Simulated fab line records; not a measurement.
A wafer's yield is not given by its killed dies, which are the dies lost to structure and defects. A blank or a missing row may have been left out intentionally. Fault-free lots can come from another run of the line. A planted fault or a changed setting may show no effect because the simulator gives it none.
One fault through the eyes of 2 desks	flow nandHarc	only its own numbers are on each desk; what lay behind them is given at the end

## TOOL OWNER'S DESK, rieMetal-03
The tool's own readings at NHARC_A_WL_FILL_ETCHBACK_04 (etches the open film in NF3, target depth 60 nm, time 120 s): means of the sampled wafers that have a number, for each lot that ran on this tool. Any lot whose mean is over 4 standard deviations away from the usual mean is out of limits and marked OUT; that distance is given in the brackets.
Columns: A = drypumpMotorCurrentA at NHARC_A_WL_FILL_ETCHBACK_04, usual 5.6 A; B = oesProductAu at NHARC_A_WL_FILL_ETCHBACK_04, usual 1.004 a.u.
lot	first seen here	A	B
L958	day 15 14:38	5.3	1.016
L962	day 18 01:57	5.5	0.834 (-21) OUT
L971	day 19 15:22	5.5	0.831 (-21) OUT
This desk finds L962, L971 out of limits, L962 being first, at day 18 01:57 (oesProductAu at NHARC_A_WL_FILL_ETCHBACK_04). L958: within limits.

## METROLOGY DESK
What the gauges read for every lot (on any tool): the sampled wafers with a number, averaged. Any lot whose mean is over 4 standard deviations away from the usual mean is out of limits and marked OUT; that distance is given in the brackets.
Columns: A = cdNm at NHARC_A_SLIT_CD_MEAS_09, usual 299.9 nm
lot	first seen here	A
L956	day 14 09:31	299.5
L957	day 14 20:23	299.8
L958	day 14 20:32	299.4
L959	day 15 08:27	300.6
L961	day 15 20:38	299.7
L962	day 17 00:33	299.3
L973	day 18 15:31	300.2
L970	day 18 16:04	299.3
L971	day 18 17:23	300.3
L972	day 19 03:11	300.3
L978	day 20 00:03	300.3
L975	day 20 00:59	300.1
L977	day 20 06:09	300.7
Result from this desk: across the 13 lots, nothing is out of limits.

## PUT TOGETHER
The tool owner's desk could have raised an alarm at day 18 01:57, on L962, L971.
Nothing out of limits was seen by the metrology desk.
The metrology desk holds a record of L962, L971, inside its limits.
Every lot named ran NHARC_A_WL_FILL_ETCHBACK_04 on rieMetal-03.

## WHAT THE SIMULATOR HAD PUT IN
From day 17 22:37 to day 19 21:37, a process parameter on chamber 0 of rieMetal-03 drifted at NHARC_A_WL_FILL_ETCHBACK_04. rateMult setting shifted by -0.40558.
Shown lots that were struck: L962, L971.
Delay in hours, fault start to first out-of-limits reading, by desk: the tool owner's desk at 3.
